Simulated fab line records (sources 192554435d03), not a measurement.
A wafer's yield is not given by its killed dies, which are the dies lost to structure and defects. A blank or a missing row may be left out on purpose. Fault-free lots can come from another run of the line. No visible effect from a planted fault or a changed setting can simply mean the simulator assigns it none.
Chamber matching | flow n5_finfet | N5_GATE_CUT_DESCUM_18 on rie_diel-06 has 4 sister chambers
The step chemistry O2, time 7 s. 8 wafers are shown with their chamber, then 9 later ones without.

## WAFERS PAIRED WITH THEIR CHAMBERS
wafer  | chamber | showerhead_plenum_p_Torr (Torr) | throttle_valve_pct (%)
L081.1 | 0       | 2.07                            | 20.26
L081.3 | 2       | 2.17                            | 20.47
L081.4 | 3       | 2.03                            | 20.90
L081.5 | 1       | 2.00                            | 20.32
L081.6 | 2       | 2.17                            | 20.47
L084.1 | 3       | 2.02                            | 20.92
L084.3 | 1       | 1.99                            | 20.32
L084.4 | 0       | 2.07                            | 20.25

## WAFERS MISSING THEIR CHAMBER
wafer  | showerhead_plenum_p_Torr (Torr) | throttle_valve_pct (%)
L085.1 | 2.02                            | 20.94
L085.4 | 2.06                            | 20.27
L085.6 | 1.99                            | 20.32
L090.2 | 2.02                            | 20.94
L090.4 | 2.06                            | 20.27
L090.6 | 2.06                            | 20.29
L096.2 | 2.06                            | 20.29
L096.5 | 2.17                            | 20.51
L096.6 | 2.02                            | 20.96

## WHICH CHAMBER EACH WENT THROUGH
wafer  | from the rows above | in truth
L085.1 | 3                   | 3
L085.4 | 0                   | 0
L085.6 | 1                   | 1
L090.2 | 3                   | 3
L090.4 | 0                   | 0
L090.6 | 0                   | 0
L096.2 | 0                   | 0
L096.5 | 2                   | 2
L096.6 | 3                   | 3
Placed correctly: 9 of 9. From these rows, 0 cannot be placed. Wrongly placed: 0.
How it was worked out, from the rows above alone: a wafer's distance from a chamber is the root of the sum, over the readings, of the square of ((its reading less the chamber's mean) divided by the reading's scatter). If the next closest chamber is less than 2 further off than the closest, the wafer can't be placed; otherwise it belongs to the closest. For every chamber, the mean is computed from those of its wafers that are shown. How the scatter is found: for the shown wafers, subtract from each reading the mean of its chamber, square and add these, divide the total by (wafers less chambers), then take the root.
